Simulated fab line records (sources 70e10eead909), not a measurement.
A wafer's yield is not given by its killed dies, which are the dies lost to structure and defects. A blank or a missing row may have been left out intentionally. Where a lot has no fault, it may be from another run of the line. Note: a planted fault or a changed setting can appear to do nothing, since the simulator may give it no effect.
Which of the tools did it?	flow nandHarc	14 lots, 40 wafers sampled, at 1 step of a route of 1302

## WHAT THE GAUGES SHOWED, per wafer
NHARC_A_SLIT_CD_MEAS_09: the cd target is 300 nm.
lot	measured	on	cdNm (nm)
L370	day 20 12:30	cdSem-03	301.0 300.9 300.1
L371	day 20 16:13	cdSem-01	298.7 299.0 298.4
L372	day 20 23:07	cdSem-03	300.6 300.9 301.4
L375	day 21 07:01	cdSem-03	297.8 298.9 297.3
L376	day 22 11:40	cdSem-02	300.5 300.5 299.4
L379	day 23 03:43	cdSem-03	300.5 300.9 300.0
L380	day 23 21:47	cdSem-01	298.8 298.2 298.2
L381	day 24 07:07	cdSem-01	299.3 299.9 300.0
L385	day 25 08:17	cdSem-03	300.3 301.0 300.9
L384	day 25 08:41	cdSem-02	300.9 301.3 300.9
L383	day 25 10:39	cdSem-01	300.4
L386	day 26 19:43	cdSem-03	297.8 299.4 299.5
L391	day 28 23:33	cdSem-01	300.2 299.8 300.6
L392	day 29 01:17	cdSem-01	298.5 298.3 298.8

## WHICH TOOL RAN EACH LOT (tool, then ch and the chambers of the sampled wafers, then the start)
There is no process step in the record ahead of these readings.

## WHAT THE TOOLS THEMSELVES READ (means of the sampled wafers that have a number; where no wafer has one, the mark that the record gives instead)
The record holds no such reading with a usual standard deviation.

## THE ANSWER, worked out from the rows above alone
Rule: the lots themselves supply what counts as usual. Put in order of their means at a reading, lots are off if they are a third of the lots or fewer, leave a main group of 4 or more, and stand apart from it by a gap of 3 or more times the standard deviation of the main group's means; of several such gaps the widest counts. A main group whose means are all the same, to the digits that the tables above print for the reading, isn't used. A lot without any number at a reading at which 4 lots or more have one is off too. The other lots that the step has rows for count as sound. After the gauges, taken in route order, come the tools' own readings; for these a lot's mean is taken, as printed above. At the first step where some lot is off, the reading lying furthest off is the one used; lots without a number count as furthest.
Nothing can be told from this: no lot is off at any reading shown.

## WHAT HAD BEEN PUT IN BY THE SIMULATOR
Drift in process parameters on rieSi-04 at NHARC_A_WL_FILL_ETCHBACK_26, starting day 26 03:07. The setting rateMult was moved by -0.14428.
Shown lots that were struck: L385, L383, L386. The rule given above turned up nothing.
